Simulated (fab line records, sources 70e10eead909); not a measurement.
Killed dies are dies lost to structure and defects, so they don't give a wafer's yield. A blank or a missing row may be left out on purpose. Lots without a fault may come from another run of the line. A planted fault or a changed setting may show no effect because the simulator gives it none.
Problem report in the 8D (eight disciplines) form, filled by code | flow nand_harc | the parts of the form that need people (team, actions taken, sign-off) are left out

1. THE PROBLEM
run_length_s at NHARC_P_M1_ETCH_15 reads a mean of 103.4 s on 2 wafers of 1 lot; wafers without a fault read 112.7 s with a standard deviation of 0.56. That is -17 standard deviations from the usual mean.
The step: etches the open film in C4F8/Ar, target depth 182.5 nm, time 91.2 s.
First seen on wafer L173.1, day 13 17:56, on rie_diel-13. The record holds 36 wafers of 12 lots with a number at this step. Rule for "out", or "out of limits": more than 4 standard deviations from the usual mean. The other wafers with a number count as sound.

2. WHAT IT IS AND WHAT IT IS NOT
question                    | is                | is not
which readings at this step | run_length_s      | oes_product_au, rf_vpp_V
which lots                  | L173              | L155, L156, L158, L159, L162, L165, L166, L167, L169, L172, L178
which wafers of those lots  | L173.1, L173.5    | L173.4
read on which tools         | rie_diel-13       | rie_diel-06, rie_diel-12
when                        | from day 13 17:56 | up to then (31 sound wafers); but 3 sound wafers of L178 came after

3. SUSPECTS, AND WHAT RULES EACH OUT
Counting: a tool at a process step up to the reading stays a suspect if it ran every lot that is out. Sound lots after the first of them don't rule it out here, since some wafers of a struck lot are sound.
- rie_diel-11 at NHARC_P_M0_ETCH_15 (etches the open film in C4F8/Ar, target depth 150 nm, overetch 15 nm, time 82.5 s): kept. It ran the lot that is out, L173 (day 13 14:04); its last sound lot up to then is L156 (day 6 06:19). NHARC_P_M0_ETCH_15 gives no start for some lots, so the hours and the order of its lots are those of NHARC_P_M0_STRIP_18.
- rie_diel-11 at NHARC_P_M0_STRIP_18 (strips in N2/H2): kept. It ran the lot that is out, L173 (day 13 14:04); its last sound lot up to then is L172 (day 12 23:28).
- rie_diel-13 at NHARC_P_M1_ETCH_15 (etches the open film in C4F8/Ar, target depth 182.5 nm, time 91.2 s): kept. It ran the lot that is out, L173 (day 13 17:56); its last sound lot up to then is L169 (day 12 11:29). Its own readings are out on those wafers: run_length_s.
- Within rie_diel-11 at NHARC_P_M0_ETCH_15: the wafers that are out ran in chamber 3; their sound lot-mates ran in chamber 2.
- Within rie_diel-11 at NHARC_P_M0_STRIP_18: the wafers that are out ran in chamber 1; their sound lot-mates ran in chamber 0.
- Within rie_diel-13 at NHARC_P_M1_ETCH_15: the wafers that are out ran in chamber 0; their sound lot-mates ran in chamber 3.
Left after counting: rie_diel-11 at NHARC_P_M0_ETCH_15, rie_diel-11 at NHARC_P_M0_STRIP_18, rie_diel-13 at NHARC_P_M1_ETCH_15.

4. THE CAUSE (what the simulator had put in)
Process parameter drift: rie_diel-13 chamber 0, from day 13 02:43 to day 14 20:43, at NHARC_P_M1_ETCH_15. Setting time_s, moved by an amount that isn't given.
Counting left 3 suspects, and this tool is among them.

5. THE CHAIN OF EFFECTS, in route order
Each row: a reading whose mean over the struck wafers that have a number lies more than 3 standard deviations from the usual. Only readings for which the record gives a usual standard deviation are gone through. hours: the time from each lot's start at the first step in this table that gives one to its start at this step, as a median over the lots. sigmas: the change in usual standard deviations.
hours | step               | reading      | usual   | on struck wafers | change | sigmas
0     | NHARC_P_M1_ETCH_15 | run_length_s | 112.7 s | 103.4            | -9.3   | -17
The process steps in it:
- NHARC_P_M1_ETCH_15: etches the open film in C4F8/Ar, target depth 182.5 nm, time 91.2 s.
Later measuring or inspecting steps at which every struck wafer that the step has a row for has a number for every such reading, and none has moved that far: NHARC_END_SORT_01.

6. WHAT WOULD HAVE CAUGHT IT SOONER
In this record the first reading out of limits was taken at day 13 17:56, 15 hours after the fault began at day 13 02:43.
